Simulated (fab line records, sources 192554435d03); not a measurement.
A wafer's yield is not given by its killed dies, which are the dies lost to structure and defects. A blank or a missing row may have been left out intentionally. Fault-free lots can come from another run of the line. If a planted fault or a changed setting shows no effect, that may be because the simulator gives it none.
Matching of chambers | flow n5 finfet | N5_BEOL_M3_PRE_CLEAN_60 on cvd co-01 has 3 sister chambers
The step time 15 s. 22 wafers are shown with their chamber, then 11 later ones without.

WAFERS WITH THEIR CHAMBER
wafer  | chamber | heater power w (W)
L075.3 | 0       | 100
L075.4 | 0       | 96
L075.6 | 2       | 88
L077.4 | 1       | 93
L077.5 | 2       | 92
L077.6 | 0       | 99
L084.2 | 2       | 93
L084.3 | 1       | 90
L084.6 | 1       | 93
L087.3 | 1       | 88
L087.5 | 0       | 100
L087.6 | 2       | 91
L085.1 | 1       | 92
L085.3 | 2       | 90
L085.4 | 1       | 92
L088.1 | 0       | 99
L088.5 | 1       | 87
L088.6 | 0       | 100
L089.3 | 2       | 93
L089.4 | 0       | 98
L089.6 | 2       | 92
L090.2 | 0       | 100

SIGNATURES (averages over the wafers above)
reading        | chamber 0 | chamber 1 | chamber 2 | scatter within a chamber
heater power w | 99.00     | 90.71     | 91.29     | 1.9
Rule: for each reading, subtract the chamber's mean from the wafer's reading, divide by that reading's scatter and square the result; add these up over the readings and take the root, which gives the wafer's distance from the chamber. If the next closest chamber is less than 2 further off than the closest, the wafer can't be placed; otherwise it belongs to the closest. How the scatter is found: for the shown wafers, subtract from each reading the mean of its chamber, square and add these, divide the total by (wafers less chambers), then take the root.

WAFERS MISSING THEIR CHAMBER
wafer  | heater power w (W)
L090.4 | 92
L090.5 | 99
L092.1 | 93
L092.4 | 90
L092.6 | 90
L094.2 | 97
L094.3 | 91
L094.5 | 91
L097.1 | 98
L097.4 | 98
L097.5 | 93

EACH ONE'S CHAMBER
wafer  | from the rows above     | in truth
L090.4 | can't be placed: 2 or 1 | 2
L090.5 | 0                       | 0
L092.1 | can't be placed: 2 or 1 | 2
L092.4 | can't be placed: 1 or 2 | 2
L092.6 | can't be placed: 1 or 2 | 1
L094.2 | can't be placed: 0 or 2 | 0
L094.3 | can't be placed: 1 or 2 | 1
L094.5 | can't be placed: 1 or 2 | 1
L097.1 | 0                       | 0
L097.4 | 0                       | 0
L097.5 | can't be placed: 2 or 1 | 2
Correctly placed: 3 of 11. Can't be placed from these rows: 8 (the true chamber is among the candidates in 8). Wrongly placed: 0.
